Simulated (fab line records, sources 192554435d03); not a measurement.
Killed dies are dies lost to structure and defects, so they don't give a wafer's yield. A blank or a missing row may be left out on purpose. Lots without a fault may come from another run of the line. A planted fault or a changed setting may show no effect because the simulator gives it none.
A struck lot beside a sound one | flow n5_finfet | 39 steps out of a route of 1938
Sound: wafers L806.2, L806.3, L806.6. Struck: wafers L801.2, L801.3, L801.4. The cause comes at the end.
At each step with rows: each side's tool, then ch and its chambers, then its first start. Under that, the readings that differ: sound wafers | struck wafers | difference of the means | sigmas: that difference in standard deviations of wafers without a fault.
alike: readings whose means differ by less than 2 such deviations, and words and numbers that are the same on both sides. not compared: withheld readings, readings that some wafer has no value for, bounds like >300 that may hide the same value, and numbers for which the record gives no deviation and whose values overlap.
The two part at a step that has a row with sigmas, a row that says differs or no value, or rows on one side only. Numbers that don't overlap but have no deviation are shown without sigmas and don't part them. A reading that every wafer of one side lacks parts them only if that side has two wafers or more.

first, 9 steps without rows for these wafers: N5_BEOL_M0_CUTY_EXPOSE_54 (exposes mask M0 ABLK); N5_BEOL_M0_CUTY_PEB_55 (peb time 60 s); N5_BEOL_M0_CUTY_DEVELOP_56 (develop time 30 s); N5_BEOL_M0_CUTY_DESCUM_61 (chemistry O2, time 7.9 s); N5_BEOL_M0_CUTY_ETCH_62 (etches SiARC in CF4, time 58.5 s); N5_BEOL_M0_CUTY_ETCH_63 (etches SOC in N2/H2, target depth 82.7 nm, overetch 16.5 nm, time 124 s); N5_BEOL_M0_CUTY_STRIP_64 (strips in N2/H2); N5_BEOL_M0_ETCH_138 (etches SiCN in CH3F/O2, target depth 12 nm, time 31.6 s); N5_BEOL_M0_HM_OPEN_105 (chemistry Cl2/BCl3, target TiN, target depth 12 nm).
N5_BEOL_M0_STRIP_140: strips in CF4.
  sound on rie_diel-03 ch 0,1,2, day 8 19:41; struck on rie_diel-05 ch 0,1,3, day 7 09:48
  no value came back on the struck wafers for any of 8 readings (bias_power_w (W), cf4_flow_sccm (sccm) and others); on the sound wafers bias_power_w (W) reads 75.11 74.94 75.16
  not compared: rf_hours_counter_h
then, 27 steps without rows for these wafers: N5_BEOL_M0_STRIP_104 (strips in N2/H2); N5_BEOL_M0_WET_ETCH_106 (etches SiO2 in DHF, target depth 130 nm, rinse time 30 s); N5_BEOL_M0_ETCH_128 (etches SiCN in CF4/N2, target depth 12 nm, overetch 5.1 nm, time 21.4 s); N5_BEOL_M0_TRENCH_ETCH_107 (etches SiOC in C4F6/O2, target depth 32.8 nm, time 16.4 s); N5_BEOL_M0_STRIP_142 (strips in N2/H2, time 10 s); N5_BEOL_M0_HM_STRIP_129 (strips TiN in peroxide tin strip, target depth 17 nm, time 108 s); N5_BEOL_M0_SRD_130 (time 30 s); N5_BEOL_M0_ETCH_109 (etches SiCN in CH3F/O2, target depth 8 nm, overetch 2.4 nm, time 27.4 s); N5_BEOL_M0_STRIP_139 (strips in post etch residue remover, time 60 s); N5_BEOL_M0_SRD_111 (time 30 s); N5_BEOL_M0_DEGAS_112 (time 60 s); N5_BEOL_M0_PRE_CLEAN_113 (time 30 s); N5_BEOL_M0_ALD_136 (deposits TaN, pulse time 2 s, purge time 3 s, co reactant purge time 2 s); N5_BEOL_M0_SURFACE_TREAT_137; N5_BEOL_M0_CVD_115 (deposits Co from CCTBA/H2, time 120 s); N5_BEOL_M0_SPUTTER_116 (material Cu, target thk 4 nm, time 7.37 s); N5_BEOL_M0_ANNEAL_117 (time 60 s); N5_BEOL_M0_SPUTTER_132 (material Cu, target thk 4 nm, time 7.37 s); N5_BEOL_M0_ANNEAL_133 (time 60 s); N5_BEOL_M0_SPUTTER_134 (material Cu, target thk 4 nm, time 7.37 s); N5_BEOL_M0_ANNEAL_135 (time 60 s); N5_BEOL_M0_SPUTTER_141 (material Cu, target thk 4 nm, time 7.37 s); N5_BEOL_M0_ECD_118 (material Cu, target thk 300 nm); N5_BEOL_M0_ANNEAL_119 (time 90 s); N5_BEOL_M0_CMP_120 (polishes, stops on SiOC, t overpolish 6.9 s); N5_BEOL_M0_PRE_CLEAN_131 (time 15 s); N5_BEOL_M0_CO_CAP_123 (material Co, precursor CCTBA/H2, target thk 2 nm, time 102.1 s).
-- the record jumps here: 6 days lie between the struck wafers' starts before and after (it left off in module BEOL_M0 and takes up again in module BEOL_M4, whose first step shown is number 1111 of the route) --
N5_BEOL_M4_RC_MEAS_101:
  sound on prober-01 ch 0, day 14 07:56; struck on prober-02 ch 0, day 13 10:43
  alike: DIBL_N, DIBL_P, IOFF_N, IOFF_P, ION_N, ION_P, SS_N, SS_P, VT_N, VT_P
-- the record jumps here: 4 days lie between the struck wafers' starts before and after (it left off in module BEOL_M4 and takes up again in module PASSIVATION, whose first step shown is number 1936 of the route) --
N5_PASSIVATION_PROBE_49:
  sound on prober-01, day 18 15:03; struck on prober-01, day 17 22:36
  reading                  | sound          | struck         | difference | sigmas
  defect_limited_yield (%) | 88.1 93.7 91.5 | 43.8 40.2 50.8 | -46.2      | -29
  killed_at_M0_to_M3       | 65 31 35       | 590 623 511    | +531       | +48
  killed_dies              | 140 74 100     | 663 706 581    | +545       | +29
  killed_on_rim            | 17 13 11       | 31 151 20      | +54        | +13
  killed_short             | 36 23 30       | 48 57 46       | +21        | +2
  sort_bin_5_function (%)  | 6.9 3.1 5.4    | 50.8 55.7 44.7 | +45.3      | +41
  sort_n_pass              | 1040 1106 1080 | 517 474 599    | -545       | -29
  sort_yield_pct (%)       | 88.1 93.7 91.5 | 43.8 40.2 50.8 | -46.2      | -29
  alike: killed_at_M4_up, killed_at_contacts, killed_at_front_end, killed_at_other, killed_open, sort_bin_6_memory

WHERE THEY PART
First at N5_BEOL_M0_STRIP_140; last, within this record, at N5_PASSIVATION_PROBE_49.

WHY: what the simulator had put in
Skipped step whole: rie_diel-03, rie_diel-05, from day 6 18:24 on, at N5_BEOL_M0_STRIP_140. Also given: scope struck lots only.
